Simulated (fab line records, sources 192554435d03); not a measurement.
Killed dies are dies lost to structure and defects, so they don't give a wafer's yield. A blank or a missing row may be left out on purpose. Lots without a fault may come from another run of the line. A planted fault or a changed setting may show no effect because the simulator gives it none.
fab line records | flow n5_finfet
record lots=12 wafers=34 last_day=19
route steps=1938 shown ILD0@338 SDB@353 PASSIVATION@1936
lots that met no fault: from a run of the same line without faults
start_h: hours from the record's first day to the start of the lot's first wafer shown | wait_h: hours since the lot's step before | " the same as in the row above | L1.1+2: a row that stands for several wafers | - no value, or no start given | * or withheld: withheld | < > ~ a bound
route shown NAME@n: a module of which the file shows steps, and the number in the route of the first | usual: mean/standard deviation of fault-free wafers | same: alike in all rows | chamber/n: place in a boat | sites: the reading at each site | _std_site: their standard deviation | _edge_site: outer sites' mean less inner sites' | radius_mm: how far each site lies from the wafer's centre | mask NAME#n: copy n | behind: the tool/chamber that last shaped the wafer | hold: why the lot was held/for how many hours/how that ended | device: the transistor (n, p or np) that didn't switch | end of line: the same wafers' tests at the end of the route | a step without rows: its recipe alone | killed: dies lost to structure and defects at the first sort, not the wafer's yield | map: a wafer's dies, x killed, . not, _ none there
set.NAME: the setting as run; set.NAME@STEP: as run at that earlier step | model.NAME: the simulator's own value behind a step, which no gauge read
steps of the route over a sample of lots; a table a step, a row a wafer
services: from which hour (start_h, from the record's first day; less than 0 if before it) a tool's chamber was out of use, for how many hours, and why
## steps
# step N5_ILD0_CMP_03
# recipe stop_on=SiNx t_overpolish_s=1.9 post_cmp_clean=alkaline_brush down_force_psi=4.1491 platen_rpm=51.796 pad_velocity_m_s=1.0306 target_thk_nm=197.38
# usual motor_current_A=12.5/0.87 overpolish_run_s=1.901/0.0098 time_to_endpoint_s=70/4.4
# columns lot.wafer tool chamber start_h wait_h motor_current_A overpolish_run_s time_to_endpoint_s
L996.1 cmp-04 2 74.68 0.1 12.1 1.902 69
L996.3 " 3 " " 13.7 1.910 70
L996.5 " 1 " " 12.1 1.892 70
L997.2 cmp-04 2 81.07 0.1 11.8 1.896 68
L997.1 " 0 " " 12.1 1.902 69
L997.6 " 2 " " 11.2 1.897 71
L999.1 cmp-01 1 85.67 0.0 13.4 1.892 66
L999.2 " 0 " " 11.7 1.881 64
L999.6 " 1 " " 12.7 1.914 69
L100.3 cmp-04 1 94.72 0.0 12.4 1.898 70
L100.4 " 3 " " 13.3 1.890 69
L100.6 " 2 " " 11.8 1.891 71
L101.1 cmp-01 0 98.82 0.1 11.8 1.885 68
L101.2 " 1 " " 13.0 1.913 71
L101.6 " 3 " " 12.6 1.911 66
L102.3 cmp-04 1 107.10 0.0 12.4 1.928 69
L102.2 " 0 " " 12.2 1.894 69
L102.5 " 1 " " 12.1 1.905 68
L107.4 cmp-01 0 142.37 0.1 12.5 1.890 71
L107.5 " 2 " " 12.9 1.898 71
L107.6 " 3 " " 12.3 1.897 66
L110.3 cmp-04 0 156.72 0.1 12.1 1.901 74
L110.4 " 1 " " 12.0 1.883 72
L110.6 " 3 " " 13.6 1.892 72
L111.1 cmp-04 2 160.01 0.0 11.6 1.891 73
L111.4 " 0 " " 12.5 1.917 75
L111.6 " 3 " " 14.1 1.906 71
L112.4 cmp-04 1 171.77 0.0 12.6 1.893 78
L112.1 " 3 " " 13.4 1.902 72
L114.4 cmp-04 1 180.08 0.0 12.5 1.911 75
L114.1 " 3 " " 13.4 1.894 76
L114.5 " 1 " " 12.0 1.900 72
L117.4 cmp-04 1 197.85 0.1 11.5 1.899 81
L117.5 " 0 " " 12.1 1.903 74
# step N5_SDB_EXPOSE_08
# recipe mask_id=SDB na=1.35 source_shape=conventional sigma_outer=0.5 polarization=unpolarized dose_mj=49.6
# usual exposure_dose_mJ_cm2=49.66/0.11 stage_vel_mm_s=499.99/0.24
# columns lot.wafer tool chamber start_h wait_h mask exposure_dose_mJ_cm2 stage_vel_mm_s
L996.1 arfi_scanner-01 0 78.89 - SDB#0 49.52 500.27
L996.3 " 0 " " SDB#0 49.58 500.70
L996.5 " 0 " " SDB#0 49.59 500.07
L997.1 arfi_scanner-01 0 85.18 - SDB#0 49.59 500.15
L997.2 " 0 " " SDB#0 49.52 499.95
L997.6 " 0 " " SDB#0 49.48 499.77
L999.1 arfi_scanner-02 0 89.96 - SDB#0 49.83 499.93
L999.2 " 0 " " SDB#0 49.75 499.91
L999.6 " 0 " " SDB#0 49.75 500.11
L100.3 arfi_scanner-02 0 98.85 - SDB#0 49.76 499.87
L100.4 " 0 " " SDB#0 49.74 499.82
L100.6 " 0 " " SDB#0 49.78 499.85
L101.1 arfi_scanner-01 0 102.97 - SDB#0 49.51 500.09
L101.2 " 0 " " SDB#0 49.62 500.06
L101.6 " 0 " " SDB#0 49.65 500.06
L102.2 arfi_scanner-02 0 111.32 - SDB#0 49.70 499.58
L102.3 " 0 " " SDB#0 49.60 499.99
L102.5 " 0 " " SDB#0 49.75 499.80
L107.4 arfi_scanner-01 0 146.63 - SDB#0 49.58 500.19
L107.5 " 0 " " SDB#0 49.57 499.84
L107.6 " 0 " " SDB#0 49.55 499.89
L110.3 arfi_scanner-01 0 160.92 - SDB#0 49.53 499.96
L110.4 " 0 " " SDB#0 49.55 499.95
L110.6 " 0 " " SDB#0 49.57 500.00
L111.1 arfi_scanner-03 0 164.23 - SDB#0 49.55 499.67
L111.4 " 0 " " SDB#0 49.55 499.74
L111.6 " 0 " " SDB#0 49.56 499.51
L112.1 arfi_scanner-03 0 175.99 - SDB#0 49.57 499.65
L112.4 " 0 " " SDB#0 49.64 499.64
L114.1 arfi_scanner-03 0 184.48 - SDB#0 49.67 500.21
L114.4 " 0 " " SDB#0 49.63 500.36
L114.5 " 0 " " SDB#0 49.62 500.04
L117.4 arfi_scanner-02 0 202.01 - SDB#0 49.75 499.93
L117.5 " 0 " " SDB#0 49.84 500.08
# step N5_SDB_OVL_MEAS_12
# recipe points_per_wafer=44
# usual SDB_OVL=-0.1/0.65
# columns lot.wafer tool chamber start_h wait_h SDB_OVL[nm]
L996.1 overlay-01 0 79.05 0.0 0.3
L996.3 " 0 " " 0.0
L996.5 " 0 " " 0.2
L997.1 overlay-01 0 85.34 0.0 0.3
L997.2 " 0 " " 0.8
L997.6 " 0 " " 0.2
L999.1 overlay-01 0 90.12 0.0 -0.3
L999.2 " 0 " " -0.9
L999.6 " 0 " " -0.1
L100.3 overlay-02 0 99.00 0.0 0.1
L100.4 " 0 " " -0.1
L100.6 " 0 " " -0.8
L101.1 overlay-01 0 103.13 0.0 0.8
L101.2 " 0 " " 0.2
L101.6 " 0 " " -0.1
L102.2 overlay-02 0 111.47 0.0 1.0
L102.3 " 0 " " 0.1
L102.5 " 0 " " 1.0
L107.4 overlay-01 0 146.76 0.0 22.5
L107.5 " 0 " " 20.9
L107.6 " 0 " " 22.1
L110.3 overlay-02 0 161.06 0.0 21.0
L110.4 " 0 " " 23.0
L110.6 " 0 " " 21.9
L111.1 overlay-02 0 164.39 0.0 -0.1
L111.4 " 0 " " 0.2
L111.6 " 0 " " 0.5
L112.1 overlay-02 0 176.15 0.0 -0.7
L112.4 " 0 " " -0.6
L114.1 overlay-02 0 184.64 0.0 -0.4
L114.4 " 0 " " -0.3
L114.5 " 0 " " -1.4
L117.4 overlay-02 0 202.15 0.0 0.1
L117.5 " 0 " " 0.0
# step N5_SDB_DESCUM_16
# recipe chemistry=O2 time_s=7.9 source_power_w=50 bias_power_w=20 pressure_mtorr=20 rf_frequency_hz=2.712e+07 temp_c=40 resist=CAR-ArF o2_flow_sccm=225
# usual drypump_motor_current_A=6.0/0.41 oes_product_au=0.79/0.076 rf_fwd_power_W=49.41/0.21 rf_vpp_V=243.3/1.3 showerhead_plenum_p_Torr=2.09/0.065 throttle_valve_pct=20.4/0.34
# columns lot.wafer tool chamber start_h wait_h drypump_motor_current_A oes_product_au rf_fwd_power_W rf_hours_counter_h rf_vpp_V showerhead_plenum_p_Torr throttle_valve_pct
L996.1 rie_diel-03 0 79.10 0.0 6.1 0.75 49.15 135 243.0 2.13 20.9
L996.3 " 1 " " 5.4 0.85 49.21 51 243.9 2.13 20.5
L996.5 " 3 " " 6.3 0.92 49.16 - 242.5 2.03 19.8
L997.1 rie_diel-01 0 85.40 0.0 6.4 0.81 49.63 109 244.7 2.19 20.5
L997.2 " 2 " " 6.2 1.02 49.48 0 242.8 2.15 20.5
L997.6 " 1 " " 6.0 0.75 49.23 - 242.9 1.99 20.2
L999.1 rie_diel-03 0 90.17 0.0 6.1 0.75 49.32 139 243.6 2.13 20.9
L999.2 " 3 " " 6.3 0.91 49.21 42 243.0 2.03 19.9
L999.6 " 3 " " 6.3 0.91 49.27 - 242.2 2.03 19.9
L100.3 rie_diel-06 2 99.05 0.0 5.3 0.77 49.54 166 242.7 2.09 20.3
L100.4 " 0 " " 5.7 0.83 49.83 96 245.9 2.21 20.4
L100.6 " 2 " " 5.4 0.76 49.57 - 241.8 2.09 20.3
L101.1 rie_diel-03 2 103.18 0.0 5.4 0.76 49.63 150 244.2 2.06 20.0
L101.2 " 3 " " 6.3 0.90 49.48 48 241.7 2.02 19.8
L101.6 " 3 " " 6.3 0.90 49.53 - 241.2 2.02 19.9
L102.2 rie_diel-03 2 111.53 0.0 5.4 0.75 49.64 155 242.4 2.06 20.0
L102.3 " 0 " " 6.1 0.74 49.10 150 242.1 2.13 21.0
L102.5 " 0 " " 6.1 0.74 49.16 - 243.7 2.13 20.9
L107.4 rie_diel-01 3 146.82 0.0 6.1 0.72 49.58 214 242.2 2.09 21.0
L107.5 " 1 " " 5.9 0.74 49.22 - 240.9 1.99 20.3
L107.6 " 0 " " 6.4 0.79 49.63 - 246.0 2.19 20.5
L110.3 rie_diel-01 0 161.12 0.0 6.4 0.79 49.55 135 245.4 2.18 20.5
L110.4 " 2 " " 6.2 0.94 49.51 25 243.9 2.15 20.6
L110.6 " 3 " " 6.2 0.71 49.50 - 241.5 2.09 21.0
L111.1 rie_diel-01 2 164.59 0.2 6.2 0.93 49.21 25 244.0 2.15 20.6
L111.4 " 3 " " 6.1 0.71 49.79 220 242.6 2.09 21.0
L111.6 " 3 " " 6.1 0.71 49.54 - 241.2 2.09 21.0
L112.1 rie_diel-03 0 176.30 0.1 6.1 0.72 49.12 174 243.5 2.12 21.0
L112.4 " 1 " " 5.4 0.81 49.19 74 245.3 2.13 20.6
L114.1 rie_diel-06 2 184.70 0.0 5.4 0.73 49.32 195 243.2 2.08 20.3
L114.4 " 1 " " 6.5 0.70 49.43 240 243.4 2.12 20.5
L114.5 " 3 " " 5.3 0.83 49.35 - 243.5 2.14 20.4
L117.4 rie_diel-06 1 202.21 0.0 6.5 0.70 49.45 246 244.3 2.12 20.5
L117.5 " 3 " " 5.3 0.83 49.24 - 243.9 2.13 20.4
# step N5_PASSIVATION_PROBE_49
# usual killed_at_M0_to_M3=33/11 killed_at_M4_up=13/5.2 killed_at_contacts=11/5.7 killed_at_front_end=39/11 killed_at_other=4/3 killed_dies=101/20 killed_on_rim=13/4.1 killed_open=66/15 killed_short=33/8.4
# same gross_dies=1180 killed_at_back_side=0
# columns lot.wafer tool chamber start_h wait_h killed_at_M0_to_M3 killed_at_M4_up killed_at_contacts killed_at_front_end killed_at_other killed_dies killed_on_rim killed_open killed_short
L999.1 prober-01 - 300.72 0.0 33 21 4 42 1 101 7 60 40
L999.2 prober-01 - 300.77 0.1 13 14 18 39 7 91 12 56 33
L999.6 prober-01 - 300.97 0.3 32 12 10 38 2 94 10 56 35
L100.3 prober-01 - 320.07 0.1 41 15 10 57 0 123 9 76 44
L100.4 prober-01 - 320.12 0.2 23 31 16 41 2 113 16 81 31
L100.6 prober-01 - 320.22 0.3 32 15 19 15 2 83 16 53 25
L107.4 prober-01 - 364.26 0.2 54 22 4 1096 4 1180 152 97 54
L107.5 prober-01 - 364.31 0.2 38 18 11 1112 1 1180 152 78 34
L107.6 prober-01 - 364.36 0.3 55 20 14 1088 3 1180 152 96 37
L110.3 prober-01 - 372.64 0.1 40 18 4 1112 6 1180 152 71 40
L110.4 prober-01 - 372.69 0.2 39 15 4 1118 4 1180 152 65 30
L110.6 prober-01 - 372.79 0.3 34 14 11 1109 12 1180 152 65 52
L112.1 prober-02 - 382.02 0.0 38 14 3 56 2 113 16 62 46
L112.4 prober-02 - 382.17 0.2 42 13 4 38 2 99 17 63 36
L114.1 prober-01 - 396.33 0.0 43 11 11 54 1 120 7 85 32
L114.4 prober-01 - 396.48 0.2 31 15 16 43 3 108 14 60 45
L114.5 prober-01 - 396.53 0.2 35 15 17 58 1 126 18 90 30
# killed by level:class
L999.1 FIN_SAQP:geometric_particle:short=13 BEOL_M0_SAQP:geometric_particle:short=12 BEOL_M0_SAQP:geometric_particle:open=8 BEOL_M4:geometric_particle:open=8 STI_FIN_REVEAL:geometric_particle:open=7 FIN_SAQP:geometric_particle:open=5 BEOL_M3:geometric_particle:open=4 BEOL_M5:geometric_particle:open=4
L999.2 MOL_CONTACT_COAG:geometric_particle:open=13 FIN_SAQP:geometric_particle:short=7 GATE_CUT:geometric_particle:short=6 GATE_CUT:geometric_particle:open=6 MOL_CONTACT_COAG:geometric_particle:short=5 STARTING-WAFER:geometric_particle:short=5 STARTING-WAFER:geometric_particle:open=5 FIN_SAQP:geometric_particle:open=4
L999.6 BEOL_M3:geometric_particle:open=10 FIN_SAQP:geometric_particle:short=8 STI_FIN_REVEAL:geometric_particle:open=8 MOL_CONTACT_COAG:geometric_particle:open=8 FIN_SAQP:geometric_particle:open=5 GATE_CUT:geometric_particle:short=5 BEOL_M1:geometric_particle:short=5 BEOL_M0_SAQP:geometric_particle:short=4
L100.3 FIN_SAQP:geometric_particle:open=13 STI_FIN_REVEAL:geometric_particle:open=13 BEOL_M0_SAQP:geometric_particle:short=12 BEOL_M0_SAQP:geometric_particle:open=11 FIN_SAQP:geometric_particle:short=10 GATE_CUT:geometric_particle:short=9 BEOL_M4:geometric_particle:open=8 MOL_CONTACT_COAG:geometric_particle:open=7
L100.4 MOL_CONTACT_COAG:geometric_particle:open=15 BEOL_M4:geometric_particle:open=13 FIN_SAQP:geometric_particle:open=12 BEOL_M4:geometric_particle:short=7 DUMMY_GATE:geometric_particle:open=6 BEOL_M0_SAQP:geometric_particle:open=6 GATE_CUT:geometric_particle:open=5 BEOL_M0_SAQP:geometric_particle:short=5
L100.6 MOL_CONTACT_COAG:geometric_particle:open=16 BEOL_M3:geometric_particle:open=9 BEOL_M1:geometric_particle:open=5 BEOL_M1:geometric_particle:short=5 STI_FIN_REVEAL:geometric_particle:open=4 BEOL_M0_SAQP:geometric_particle:short=4 BEOL_M4:geometric_particle:open=4 GATE_CUT:geometric_particle:short=3
L107.4 SDB:overlay=1029 FIN_SAQP:geometric_particle:open=18 STI_FIN_REVEAL:geometric_particle:open=18 BEOL_M0_SAQP:geometric_particle:short=13 BEOL_M3:geometric_particle:open=11 BEOL_M4:geometric_particle:open=10 BEOL_M0_SAQP:geometric_particle:open=9 FIN_SAQP:geometric_particle:short=8
L107.5 SDB:overlay=1065 STI_FIN_REVEAL:geometric_particle:open=12 BEOL_M3:geometric_particle:open=10 FIN_SAQP:geometric_particle:open=8 DUMMY_GATE:geometric_particle:open=6 MOL_CONTACT_COAG:geometric_particle:open=6 BEOL_M2:geometric_particle:open=6 STARTING-WAFER:geometric_particle:open=6
L107.6 SDB:overlay=1044 STI_FIN_REVEAL:geometric_particle:open=19 BEOL_M4:geometric_particle:open=14 BEOL_M0_SAQP:geometric_particle:open=12 MOL_CONTACT_COAG:geometric_particle:open=12 BEOL_M0_SAQP:geometric_particle:short=9 BEOL_M1:geometric_particle:open=8 BEOL_M3:geometric_particle:open=7
L110.3 SDB:overlay=1069 BEOL_M0_SAQP:geometric_particle:short=15 STI_FIN_REVEAL:geometric_particle:open=11 FIN_SAQP:geometric_particle:open=9 BEOL_M0_SAQP:geometric_particle:open=9 BEOL_M5:geometric_particle:open=8 FIN_SAQP:geometric_particle:short=6 BEOL_M2:geometric_particle:open=6
L110.4 SDB:overlay=1085 BEOL_M0_SAQP:geometric_particle:short=12 STI_FIN_REVEAL:geometric_particle:open=11 BEOL_M0_SAQP:geometric_particle:open=11 BEOL_M4:geometric_particle:open=7 BEOL_M2:geometric_particle:open=7 GATE_CUT:geometric_particle:open=5 MOL_CONTACT_COAG:geometric_particle:open=4
L110.6 SDB:overlay=1063 BEOL_M0_SAQP:geometric_particle:short=14 BEOL_M0_SAQP:geometric_particle:open=10 DUMMY_GATE:geometric_particle:open=8 MOL_CONTACT_COAG:geometric_particle:open=8 BEOL_M4:geometric_particle:open=6 FIN_SAQP:geometric_particle:short=5 DUMMY_GATE:geometric_particle:short=5
L112.1 BEOL_M0_SAQP:geometric_particle:short=17 BEOL_M0_SAQP:geometric_particle:open=12 FIN_SAQP:geometric_particle:open=9 GATE_CUT:geometric_particle:short=9 FIN_SAQP:geometric_particle:short=8 GATE_CUT:geometric_particle:open=8 BEOL_M4:geometric_particle:open=7 STI_FIN_REVEAL:geometric_particle:open=4
L112.4 GATE_CUT:geometric_particle:short=10 BEOL_M0_SAQP:geometric_particle:open=9 BEOL_M1:geometric_particle:open=9 FIN_SAQP:geometric_particle:open=8 BEOL_M0_SAQP:geometric_particle:short=8 BEOL_M2:geometric_particle:open=8 FIN_SAQP:geometric_particle:short=5 GATE_CUT:geometric_particle:open=5
L114.1 BEOL_M2:geometric_particle:open=22 FIN_SAQP:geometric_particle:open=11 FIN_SAQP:geometric_particle:short=9 MOL_CONTACT_COAG:geometric_particle:open=9 STI_FIN_REVEAL:geometric_particle:open=8 BEOL_M3:geometric_particle:open=7 DUMMY_GATE:geometric_particle:open=6 BEOL_M0_SAQP:geometric_particle:open=5
L114.4 MOL_CONTACT_COAG:geometric_particle:open=12 BEOL_M0_SAQP:geometric_particle:short=10 FIN_SAQP:geometric_particle:open=9 FIN_SAQP:geometric_particle:short=7 STI_FIN_REVEAL:geometric_particle:open=6 SPACER0:geometric_particle:short=6 GATE_CUT:geometric_particle:short=5 BEOL_M4:geometric_particle:open=5
L114.5 STI_FIN_REVEAL:geometric_particle:open=17 MOL_CONTACT_COAG:geometric_particle:open=15 FIN_SAQP:geometric_particle:open=11 BEOL_M2:geometric_particle:open=9 BEOL_M0_SAQP:geometric_particle:open=7 BEOL_M3:geometric_particle:open=6 FIN_SAQP:geometric_particle:short=5 BEOL_M0_SAQP:geometric_particle:short=5
## services
# columns tool chamber start_h hours kind
arfi_scanner-01 - 52.60 3.9 pm
rie_diel-03 3 52.75 23.1 repair
cmp-04 - 56.75 0.5 repair
arfi_scanner-01 - 58.64 2.9 repair
arfi_scanner-01 - 74.06 1.0 pm
rie_diel-03 1 92.41 36.0 repair
arfi_scanner-03 - 94.23 4.9 pm
arfi_scanner-01 - 112.04 0.7 repair
arfi_scanner-01 - 115.45 4.9 repair
cmp-01 - 117.98 0.6 repair
arfi_scanner-03 - 120.27 2.3 repair
cmp-01 - 124.82 5.8 repair
arfi_scanner-01 - 130.54 1.3 pm
arfi_scanner-02 - 133.91 0.8 pm
arfi_scanner-02 - 144.63 1.3 pm
arfi_scanner-02 - 146.98 2.2 repair
arfi_scanner-02 - 158.36 1.0 pm
cmp-01 - 162.61 1.0 repair
arfi_scanner-01 - 164.48 0.6 repair
arfi_scanner-01 - 172.96 3.1 pm
cmp-01 - 173.77 0.7 repair
arfi_scanner-02 - 174.20 1.0 pm
cmp-01 - 177.34 6.2 pm
cmp-01 - 198.41 2.6 repair
## key
first_sign step=N5_SDB_OVL_MEAS_12 reading=SDB_OVL direction=up sigmas=34 usual=-0.1 struck=21.9
effect step=N5_PASSIVATION_PROBE_49 reading=killed_at_front_end direction=up sigmas=96 usual=39 struck=1106
more_kills_born_at N5_SDB_EXPOSE_08@arfi_scanner-01=6355
met_at N5_SDB_EXPOSE_08
struck_lots L107,L110
tester_left_out L107,L110
not_acting_at N5_ILD0_CMP_03,N5_SDB_DESCUM_16
onset_between 102.97 146.63
fault kind=scanner_matching_overlay tool=arfi_scanner-01 chamber=- onset_h=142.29 steps=N5_SDB_EXPOSE_08 offset=22.302
# tester_left_out: of these lots the tester's yield and bins aren't shown, on N5 and GAA mostly nor the transistor test; their killed dies are dies lost to structure and defects alone, not to doping, threshold or leakage, so they don't give the yield
